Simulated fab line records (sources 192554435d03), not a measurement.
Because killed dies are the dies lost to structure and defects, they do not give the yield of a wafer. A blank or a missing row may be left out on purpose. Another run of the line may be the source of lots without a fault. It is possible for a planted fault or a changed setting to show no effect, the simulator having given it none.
fab line records	flow n5_finfet	part 1 of 2: steps 1 to 4 of 6
record: lots: 23	wafers: 69	last_day: 19
route steps=1938 shown BEOL_M0_SAQP@656 BEOL_M0@739 BEOL_M1@773
lots that met no fault: taken from a fault-free run of the same line
start_h: hours from the record's opening day to when the first of the lot's shown wafers began	wait_h: hours elapsed since this lot's preceding step	" as in the row above	L1.1+2: a row that stands for several wafers	- no value, or no start was given	* or withheld: withheld	< > ~ a bound
route shown NAME@n: names a module that has steps shown in the file, with the first one's number in the route	usual: mean/standard deviation of fault-free wafers	same: alike in all rows	chamber/n: place in a boat	sites: readings site by site	_std_site: standard deviation of those values	_edge_site: outer sites' mean less inner sites'	radius_mm: for every site, how far away it sits from the centre of the wafer	mask NAME#n: copy n	behind: the most recent tool/chamber to have shaped the wafer	hold: why the lot went on hold/how many hours it stayed there/how the hold came to an end	device: transistor that didn't switch, given as n, p or np	end of line: tests of these same wafers at the route's end	a step without rows: its recipe alone	killed: not the wafer's yield, but the dies lost to structure and defects at the first sort	map: the dies of a wafer, with x for killed, . for not killed, _ for no die there
set.NAME: setting as actually run; set.NAME@STEP: the setting as run at that earlier step	model.NAME: the simulator's own value behind a step, which no gauge read
steps of the route over a sample of lots; a table a step, a row a wafer
services: when a tool's chamber went out of use (start_h, in hours from the record's first day, below 0 if earlier), for how many hours, and the reason
== steps ==
step: N5_BEOL_M0_SAQP_HM_OPEN_112
recipe: chemistry: CHF3/O2	target: SiO2	stop_on: a-Si	target_depth_a: 120	over_etch_frac: 1.25	mask_material: SOC	time_s: 13.5	pressure_mtorr: 30	source_w: 650	bias_w: 170	Ar_flow_sccm: 200	CHF3_flow_sccm: 50	O2_flow_sccm: 5	ion_energy_ev: 200	ends: end_point
usual: chamber_pressure_mTorr: 29.998/0.028	drypump_motor_current_A: 5.9/0.49	oes_ar_750_au: 0.81/0.093	oes_product_au: 0.52/0.059	rf_vpp_V: 519/8	showerhead_plenum_p_Torr: 2.40/0.072	throttle_valve_pct: 18.8/0.32
lot.wafer	tool	chamber	start_h	wait_h	chamber_pressure_mTorr	drypump_motor_current_A	oes_ar_750_au	oes_product_au	rf_hours_counter_h	rf_vpp_V	showerhead_plenum_p_Torr	throttle_valve_pct
L075.1	rie_diel-01	3	115.52	0.0	30.034	5.4	0.70	0.45	235	536	2.38	18.8
L075.2	"	1	"	"	29.950	5.8	0.95	0.62	12	513	2.55	18.2
L075.5	"	0	"	"	30.008	6.4	0.83	0.55	-	516	2.43	18.5
L076.2	rie_diel-03	0	118.80	0.0	29.997	4.9	0.81	0.52	118	522	2.43	18.5
L076.5	"	2	"	"	30.031	5.8	0.76	0.50	-	515	2.43	18.7
L076.6	"	1	"	"	30.013	6.0	0.76	0.49	-	513	2.50	19.3
L077.1	rie_diel-02	2	126.74	0.0	29.961	6.4	0.70	0.46	242	520	2.37	19.2
L077.5	"	3	"	"	29.981	6.2	0.70	0.46	-	531	2.31	19.0
L077.6	"	2	"	"	30.014	6.4	0.70	0.46	-	518	2.37	19.2
L078.1	rie_diel-01	1	130.50	0.0	30.030	5.7	0.95	0.61	17	511	2.55	18.2
L078.3	"	2	"	"	30.010	5.7	0.88	0.57	23	527	2.46	18.7
L078.6	"	1	"	"	29.991	5.7	0.94	0.61	-	510	2.55	18.2
L079.3	rie_diel-02	1	137.72	0.0	29.984	5.2	0.71	0.47	205	509	2.32	19.3
L079.4	"	0	"	"	30.013	5.6	0.97	0.62	3	515	2.38	18.7
L079.6	"	2	"	"	29.970	6.4	0.70	0.45	-	521	2.37	19.2
L080.3	rie_diel-02	3	144.90	0.0	29.993	6.2	0.70	0.46	210	530	2.31	19.0
L080.4	"	2	"	"	29.985	6.4	0.69	0.45	248	520	2.37	19.2
L080.5	"	1	"	"	29.971	5.2	0.72	0.47	-	509	2.32	19.3
L081.2	rie_diel-02	0	152.40	0.0	29.998	5.6	0.95	0.61	7	512	2.38	18.7
L081.4	"	2	"	"	29.968	6.4	0.69	0.45	250	521	2.37	19.2
L081.5	"	0	"	"	29.952	5.6	0.95	0.62	-	514	2.38	18.7
L082.1	rie_diel-03	2	154.46	0.0	30.028	5.7	0.75	0.48	137	514	2.42	18.7
L082.2	"	0	"	"	30.022	4.9	0.80	0.51	128	523	2.42	18.6
L082.5	"	2	"	"	29.947	5.8	0.75	0.49	-	516	2.42	18.7
L083.3	rie_diel-01	1	157.94	0.0	29.994	5.8	0.93	0.59	26	512	2.55	18.2
L083.5	"	0	"	"	30.016	6.5	0.83	0.55	-	514	2.42	18.5
L083.6	"	1	"	"	30.040	5.8	0.93	0.59	-	512	2.55	18.2
L084.2	rie_diel-02	1	173.24	0.0	30.036	5.2	0.70	0.47	215	508	2.31	19.3
L084.4	"	3	"	"	30.011	6.2	0.70	0.45	-	531	2.30	19.0
L084.6	"	0	"	"	30.011	5.6	0.92	0.61	-	514	2.37	18.7
L085.3	rie_diel-03	3	176.83	0.0	30.001	6.6	0.92	0.59	18	515	2.47	18.6
L085.4	"	1	"	"	30.059	6.0	0.74	0.48	-	514	2.49	19.3
L085.5	"	0	"	"	30.039	4.9	0.79	0.51	-	523	2.42	18.6
L087.1	rie_diel-01	3	210.70	0.0	30.066	5.4	0.96	0.61	7	535	2.37	18.4
L087.2	"	1	"	"	30.027	5.7	0.89	0.57	44	511	2.54	18.3
L087.3	"	2	"	"	29.992	5.7	0.84	0.55	50	524	2.45	18.7
L086.3	rie_diel-02	0	215.98	0.0	29.969	5.6	0.90	0.58	25	514	2.37	18.7
L086.4	"	2	"	"	29.990	6.4	0.93	0.61	10	520	2.36	18.8
L086.6	"	3	"	"	30.035	6.2	0.68	0.45	-	529	2.30	19.0
L089.1	rie_diel-03	0	217.79	0.0	29.982	4.9	0.78	0.50	148	524	2.41	18.6
L089.2	"	3	"	"	29.986	6.6	0.90	0.57	31	516	2.47	18.6
L089.3	"	2	"	"	30.024	5.8	0.74	0.48	152	517	2.42	18.7
L090.3	rie_diel-02	0	217.85	0.0	29.980	5.6	0.90	0.57	26	513	2.37	18.7
L090.4	"	1	"	"	29.985	5.2	0.69	0.46	228	508	2.31	19.3
L090.6	"	3	"	"	29.960	6.2	0.69	0.45	-	530	2.30	19.0
L088.1	rie_diel-03	3	218.05	0.0	30.011	6.6	0.90	0.56	31	518	2.47	18.6
L088.4	"	1	"	"	29.985	6.1	0.73	0.48	181	514	2.49	19.3
L088.6	"	1	"	"	30.013	6.0	0.73	0.47	-	513	2.49	19.3
L093.1	rie_diel-01	1	241.12	0.0	30.011	5.7	0.87	0.56	55	510	2.54	18.3
L093.5	"	0	"	"	29.990	6.5	0.80	0.52	-	515	2.41	18.6
L093.6	"	1	"	"	29.994	5.8	0.88	0.56	-	512	2.53	18.3
L091.2	rie_diel-01	2	244.45	0.0	29.989	5.7	0.82	0.54	63	525	2.44	18.7
L091.4	"	0	"	"	29.923	6.5	0.80	0.53	125	513	2.41	18.6
L091.6	"	2	"	"	29.969	5.7	0.83	0.54	-	526	2.44	18.7
L094.2	rie_diel-02	1	247.86	0.0	29.965	5.2	0.70	0.45	234	509	2.31	19.3
L094.3	"	0	"	"	29.986	5.6	0.90	0.56	31	514	2.37	18.7
L094.6	"	2	"	"	30.001	6.4	0.92	0.60	-	518	2.36	18.8
L095.2	rie_diel-01	2	248.11	0.0	30.015	5.7	0.81	0.53	64	525	2.44	18.7
L095.3	"	1	"	"	30.019	5.8	0.87	0.56	58	511	2.53	18.3
L095.4	"	3	"	"	30.002	5.4	0.92	0.59	18	535	2.37	18.4
L092.4	rie_diel-01	3	249.29	0.0	30.055	5.4	0.92	0.60	18	535	2.37	18.4
L092.5	"	3	"	"	29.984	5.3	0.92	0.59	-	534	2.37	18.4
L092.6	"	0	"	"	29.911	6.4	0.80	0.52	-	515	2.41	18.6
L096.1	rie_diel-02	0	249.74	0.0	30.013	5.6	0.90	0.57	32	513	2.37	18.7
L096.3	"	3	"	"	30.007	6.2	0.68	0.45	235	529	2.30	19.0
L096.5	"	0	"	"	30.010	5.6	0.89	0.57	-	513	2.37	18.7
L097.1	rie_diel-02	0	258.32	0.0	29.970	5.6	0.89	0.57	34	512	2.37	18.7
L097.2	"	3	"	"	30.012	6.2	0.68	0.45	238	530	2.30	19.0
L097.3	"	2	"	"	30.023	6.4	0.91	0.59	19	521	2.36	18.8
step: N5_BEOL_M0_SAQP_SPACER1_ALD_98
recipe: material: SiO2	target_thk_a: 128	temp_c: 300	ald_precursor_family: BDEAS	ald_co_reactant: O2-plasma	pulse_time_s: 1	purge_time_s: 2	co_reactant_purge_time_s: 2	ald_cycles: 138	pressure_torr: 2
usual: heater_power_w: 491/62	precursor_pulse_height_rel: 1.000/0.018
lot.wafer	tool	chamber	start_h	wait_h	heater_power_w	precursor_pulse_height_rel
L075.1	ald_sin-04	1	117.20	1.2	477	0.994
L075.2	"	2	"	"	589	0.990
L075.5	"	1	"	"	477	1.016
L076.2	ald_sin-02	3	119.50	0.3	526	1.013
L076.5	"	3	"	"	539	1.015
L076.6	"	2	"	"	534	1.014
L077.1	ald_sin-04	2	127.44	0.3	601	1.012
L077.5	"	0	"	"	405	1.045
L077.6	"	3	"	"	448	1.017
L078.1	ald_sin-02	0	131.90	0.8	412	1.014
L078.3	"	3	"	"	511	1.003
L078.6	"	1	"	"	577	0.994
L079.3	ald_sin-04	2	138.41	0.1	590	1.035
L079.4	"	1	"	"	484	0.990
L079.6	"	3	"	"	437	1.000
L080.3	ald_sin-02	0	146.18	0.7	404	0.977
L080.4	"	1	"	"	571	0.961
L080.5	"	2	"	"	533	0.991
L081.2	ald_sin-04	1	153.15	0.3	474	0.999
L081.4	"	0	"	"	403	0.999
L081.5	"	3	"	"	447	0.995
L082.1	ald_sin-01	0	155.20	0.3	479	1.001
L082.2	"	3	"	"	469	1.000
L082.5	"	3	"	"	469	1.030
L083.3	ald_sin-02	0	158.67	0.1	415	0.999
L083.5	"	2	"	"	541	0.986
L083.6	"	1	"	"	573	0.995
L084.2	ald_sin-01	3	173.94	0.3	455	1.007
L084.4	"	2	"	"	473	1.013
L084.6	"	2	"	"	465	0.987
L085.3	ald_sin-04	3	177.88	0.4	447	1.001
L085.4	"	3	"	"	454	1.010
L085.5	"	0	"	"	391	0.994
L087.1	ald_sin-02	2	211.40	0.3	531	0.995
L087.2	"	3	"	"	526	1.019
L087.3	"	1	"	"	563	0.976
L086.3	ald_sin-02	0	216.67	0.1	410	0.994
L086.4	"	3	"	"	521	1.017
L086.6	"	1	"	"	569	0.992
L089.1	ald_sin-04	3	219.13	0.5	445	0.972
L089.2	"	0	"	"	408	0.989
L089.3	"	2	"	"	602	0.995
L090.3	ald_sin-04	0	219.58	0.8	405	0.976
L090.4	"	2	"	"	584	0.993
L090.6	"	1	"	"	477	1.005
L088.1	ald_sin-02	2	220.59	1.6	532	1.018
L088.4	"	3	"	"	531	1.016
L088.6	"	2	"	"	524	1.005
L093.1	ald_sin-04	3	241.82	0.3	450	1.020
L093.5	"	0	"	"	409	0.974
L093.6	"	3	"	"	452	1.038
L091.2	ald_sin-04	1	246.31	1.4	469	0.969
L091.4	"	2	"	"	586	1.030
L091.6	"	1	"	"	461	1.027
L094.2	ald_sin-04	2	248.82	0.4	587	1.008
L094.3	"	1	"	"	471	1.028
L094.6	"	2	"	"	599	0.966
L095.2	ald_sin-01	2	248.89	0.3	479	1.024
L095.3	"	0	"	"	487	1.014
L095.4	"	2	"	"	466	0.993
L092.4	ald_sin-04	3	250.17	0.2	458	1.008
L092.5	"	1	"	"	489	1.038
L092.6	"	0	"	"	404	0.975
L096.1	ald_sin-04	3	250.66	0.3	461	0.996
L096.3	"	0	"	"	402	0.970
L096.5	"	3	"	"	458	1.007
L097.1	ald_sin-02	2	262.37	3.5	523	0.987
L097.2	"	3	"	"	525	1.030
L097.3	"	0	"	"	407	1.006
step: N5_BEOL_M0_SAQP_ETCH_49
recipe: chemistry: CF4/O2	target_depth_a: 370	target: SiO2	pressure_mtorr: 40	source_w: 535	bias_w: 49	Ar_flow_sccm: 100	cf4_flow_sccm: 100	O2_flow_sccm: 10	ion_energy_ev: 100
usual: chamber_pressure_mTorr: 40.00/0.038	drypump_motor_current_A: 5.9/0.52	oes_ar_750_au: 0.80/0.094	oes_product_au: 0.80/0.098	rf_vpp_V: 238/3.6	showerhead_plenum_p_Torr: 2.20/0.066	throttle_valve_pct: 15.8/0.3
lot.wafer	tool	chamber	start_h	wait_h	chamber_pressure_mTorr	drypump_motor_current_A	oes_ar_750_au	oes_product_au	rf_hours_counter_h	rf_vpp_V	showerhead_plenum_p_Torr	throttle_valve_pct
L075.1	rie_diel-03	3	121.64	0.4	40.04	6.6	1.00	0.99	1	237	2.26	15.5
L075.2	"	2	"	"	39.99	5.7	0.76	0.75	127	237	2.22	15.7
L075.5	"	3	"	"	39.93	6.6	1.00	0.99	-	237	2.26	15.5
L076.2	rie_diel-02	3	123.60	0.3	39.98	6.2	0.71	0.70	203	242	2.11	16.0
L076.5	"	3	"	"	39.98	6.2	0.71	0.70	-	244	2.11	16.0
L076.6	"	1	"	"	40.00	5.2	0.73	0.71	-	235	2.11	16.2
L077.1	rie_diel-02	2	131.65	0.3	40.01	6.4	0.69	0.69	244	239	2.17	16.3
L077.5	"	1	"	"	39.97	5.2	0.73	0.72	-	233	2.11	16.2
L077.6	"	2	"	"	40.05	6.4	0.69	0.68	-	239	2.17	16.3
L078.1	rie_diel-02	0	135.99	0.3	39.99	5.6	0.97	0.99	3	236	2.16	15.5
L078.3	"	1	"	"	40.01	5.2	0.73	0.71	204	234	2.11	16.2
L078.6	"	2	"	"	40.01	6.4	0.69	0.68	-	238	2.17	16.3
L079.3	rie_diel-03	2	142.75	0.5	40.03	5.8	0.75	0.75	134	238	2.21	15.7
L079.4	"	3	"	"	40.02	6.7	0.97	0.95	-	236	2.25	15.5
L079.6	"	2	"	"	39.97	5.8	0.76	0.75	-	237	2.22	15.7
L080.3	rie_diel-01	1	150.10	0.3	39.95	5.8	0.92	0.92	23	236	2.34	15.3
L080.4	"	0	"	"	40.03	6.5	0.82	0.83	92	237	2.22	15.6
L080.5	"	0	"	"	39.97	6.5	0.83	0.84	-	236	2.22	15.6
L081.2	rie_diel-01	2	157.16	0.3	40.00	5.7	0.87	0.88	31	240	2.24	15.6
L081.4	"	0	"	"	39.96	6.5	0.83	0.83	94	237	2.22	15.6
L081.5	"	2	"	"	40.00	5.7	0.87	0.87	-	241	2.24	15.6
L082.1	rie_diel-03	3	159.77	0.5	40.05	6.7	0.95	0.94	13	236	2.25	15.5
L082.2	"	1	"	"	39.94	6.0	0.74	0.73	163	236	2.29	16.3
L082.5	"	1	"	"	39.95	6.1	0.74	0.73	-	237	2.29	16.3
L083.3	rie_diel-03	1	162.75	0.3	39.94	6.0	0.74	0.74	164	236	2.29	16.3
L083.5	"	0	"	"	39.97	4.9	0.80	0.79	-	241	2.21	15.6
L083.6	"	1	"	"	40.02	6.0	0.74	0.74	-	237	2.29	16.3
L084.2	rie_diel-02	0	177.81	0.3	39.96	5.6	0.94	0.93	16	236	2.16	15.6
L084.4	"	3	"	"	40.04	6.2	0.69	0.68	220	243	2.10	16.0
L084.6	"	1	"	"	40.01	5.2	0.72	0.71	-	233	2.10	16.2
L085.3	rie_diel-01	2	181.90	0.3	40.04	5.7	0.85	0.87	40	242	2.24	15.7
L085.4	"	1	"	"	40.04	5.8	0.91	0.89	-	234	2.33	15.3
L085.5	"	2	"	"	40.01	5.7	0.85	0.87	-	242	2.24	15.7
L087.1	rie_diel-01	3	215.74	0.4	39.99	5.3	0.95	0.94	8	247	2.18	15.4
L087.2	"	0	"	"	40.00	6.5	0.80	0.81	114	235	2.21	15.6
L087.3	"	1	"	"	39.91	5.8	0.89	0.87	45	234	2.33	15.3
L086.3	rie_diel-02	0	222.42	0.3	39.99	5.6	0.91	0.90	27	235	2.15	15.6
L086.4	"	2	"	"	40.03	6.4	0.92	0.95	12	240	2.16	15.8
L086.6	"	1	"	"	39.95	5.2	0.71	0.70	-	234	2.10	16.2
L089.1	rie_diel-03	2	223.58	0.4	39.97	5.8	0.74	0.73	154	236	2.21	15.8
L089.2	"	3	"	"	39.97	6.6	0.90	0.88	33	236	2.25	15.5
L089.3	"	0	"	"	39.96	4.9	0.78	0.77	151	240	2.21	15.6
L090.3	rie_diel-03	0	223.74	0.3	39.98	4.9	0.78	0.77	151	240	2.21	15.6
L090.4	"	2	"	"	39.98	5.8	0.74	0.73	154	236	2.21	15.8
L090.6	"	3	"	"	40.06	6.6	0.91	0.89	-	237	2.25	15.5
L088.1	rie_diel-02	0	224.70	0.3	40.06	5.6	0.91	0.91	28	235	2.15	15.6
L088.4	"	3	"	"	39.99	6.2	0.69	0.68	231	243	2.10	16.0
L088.6	"	1	"	"	40.05	5.2	0.70	0.70	-	235	2.10	16.2
L093.1	rie_diel-03	3	246.42	0.4	40.00	6.7	0.88	0.86	44	235	2.24	15.6
L093.5	"	1	"	"	40.07	6.0	0.73	0.70	-	237	2.28	16.3
L093.6	"	2	"	"	39.97	5.8	0.73	0.72	-	236	2.21	15.8
L091.2	rie_diel-01	1	250.61	0.3	40.03	5.8	0.87	0.86	58	236	2.32	15.3
L091.4	"	3	"	"	40.01	5.4	0.91	0.91	18	248	2.17	15.5
L091.6	"	1	"	"	40.01	5.8	0.87	0.86	-	234	2.32	15.3
L094.2	rie_diel-02	2	253.11	0.3	39.95	6.4	0.90	0.93	17	240	2.16	15.8
L094.3	"	0	"	"	39.97	5.6	0.91	0.90	33	236	2.15	15.6
L094.6	"	2	"	"	39.96	6.4	0.91	0.93	-	240	2.16	15.8
L095.2	rie_diel-03	2	253.15	0.3	40.06	5.8	0.73	0.72	166	238	2.20	15.8
L095.3	"	3	"	"	40.00	6.6	0.88	0.87	46	237	2.24	15.6
L095.4	"	1	"	"	39.99	6.1	0.72	0.71	195	234	2.28	16.4
L092.4	rie_diel-02	0	254.28	0.3	39.92	5.6	0.90	0.89	33	235	2.15	15.6
L092.5	"	1	"	"	39.95	5.2	0.70	0.69	-	233	2.10	16.3
L092.6	"	2	"	"	40.03	6.4	0.91	0.93	-	240	2.16	15.8
L096.1	rie_diel-03	3	254.78	0.3	39.95	6.6	0.88	0.86	46	237	2.24	15.6
L096.3	"	2	"	"	39.95	5.8	0.73	0.72	166	237	2.20	15.8
L096.5	"	3	"	"	40.04	6.6	0.89	0.86	-	235	2.24	15.6
L097.1	rie_diel-02	2	266.58	0.3	40.06	6.4	0.90	0.92	22	238	2.16	15.8
L097.2	"	0	"	"	39.92	5.6	0.89	0.89	37	236	2.15	15.6
L097.3	"	3	"	"	39.91	6.2	0.69	0.67	241	243	2.10	16.0
step: N5_BEOL_M0_ANNEAL_135
recipe: temp_c: 400	time_s: 60	ambient: vacuum
usual: heater_power_w: 832/78
lot.wafer	tool	chamber	start_h	wait_h	heater_power_w
L076.2	pvd_sputter-01	-	126.82	0.0	876
L076.5	"	-	"	"	935
L076.6	"	-	"	"	705
L075.1	pvd_sputter-02	-	127.35	0.0	818
L075.2	"	-	"	"	878
L075.5	"	-	"	"	831
L077.1	pvd_sputter-01	-	137.42	0.0	862
L077.5	"	-	"	"	874
L077.6	"	-	"	"	866
L078.1	pvd_sputter-03	-	142.28	0.0	829
L078.3	"	-	"	"	756
L078.6	"	-	"	"	757
L079.3	pvd_sputter-01	-	147.42	0.0	722
L079.4	"	-	"	"	880
L079.6	"	-	"	"	707
L080.3	pvd_sputter-03	-	155.66	0.0	926
L080.4	"	-	"	"	758
L080.5	"	-	"	"	843
L081.2	pvd_sputter-01	-	162.81	0.0	876
L081.4	"	-	"	"	947
L081.5	"	-	"	"	862
L082.1	pvd_sputter-01	-	165.17	0.0	715
L082.2	"	-	"	"	926
L082.5	"	-	"	"	893
L083.3	pvd_sputter-01	-	175.24	0.0	870
L083.5	"	-	"	"	857
L083.6	"	-	"	"	833
L084.2	pvd_sputter-01	-	181.92	0.0	915
L084.4	"	-	"	"	865
L084.6	"	-	"	"	932
L085.3	pvd_sputter-01	-	185.34	0.0	862
L085.4	"	-	"	"	947
L085.5	"	-	"	"	871
L087.1	pvd_sputter-02	-	218.73	0.0	818
L087.2	"	-	"	"	808
L087.3	"	-	"	"	829
L086.3	pvd_sputter-02	-	225.64	0.0	805
L086.4	"	-	"	"	766
L086.6	"	-	"	"	919
L089.1	pvd_sputter-03	-	227.56	0.0	729
L089.2	"	-	"	"	962
L089.3	"	-	"	"	726
L088.1	pvd_sputter-01	-	229.33	0.0	864
L088.4	"	-	"	"	709
L088.6	"	-	"	"	924
L090.3	pvd_sputter-02	-	230.37	0.0	809
L090.4	"	-	"	"	922
L090.6	"	-	"	"	789
L093.1	pvd_sputter-03	-	251.58	0.0	750
L093.5	"	-	"	"	739
L093.6	"	-	"	"	830
L091.2	pvd_sputter-02	-	254.75	0.0	909
L091.4	"	-	"	"	784
L091.6	"	-	"	"	930
L094.2	pvd_sputter-03	-	256.65	0.0	814
L094.3	"	-	"	"	734
L094.6	"	-	"	"	956
L095.2	pvd_sputter-02	-	256.92	0.0	814
L095.3	"	-	"	"	822
L095.4	"	-	"	"	813
L092.4	pvd_sputter-01	-	257.85	0.0	693
L092.5	"	-	"	"	867
L092.6	"	-	"	"	692
L096.1	pvd_sputter-02	-	258.10	0.0	813
L096.3	"	-	"	"	822
L096.5	"	-	"	"	904
L097.1	pvd_sputter-02	-	270.44	0.0	814
L097.2	"	-	"	"	920
L097.3	"	-	"	"	828
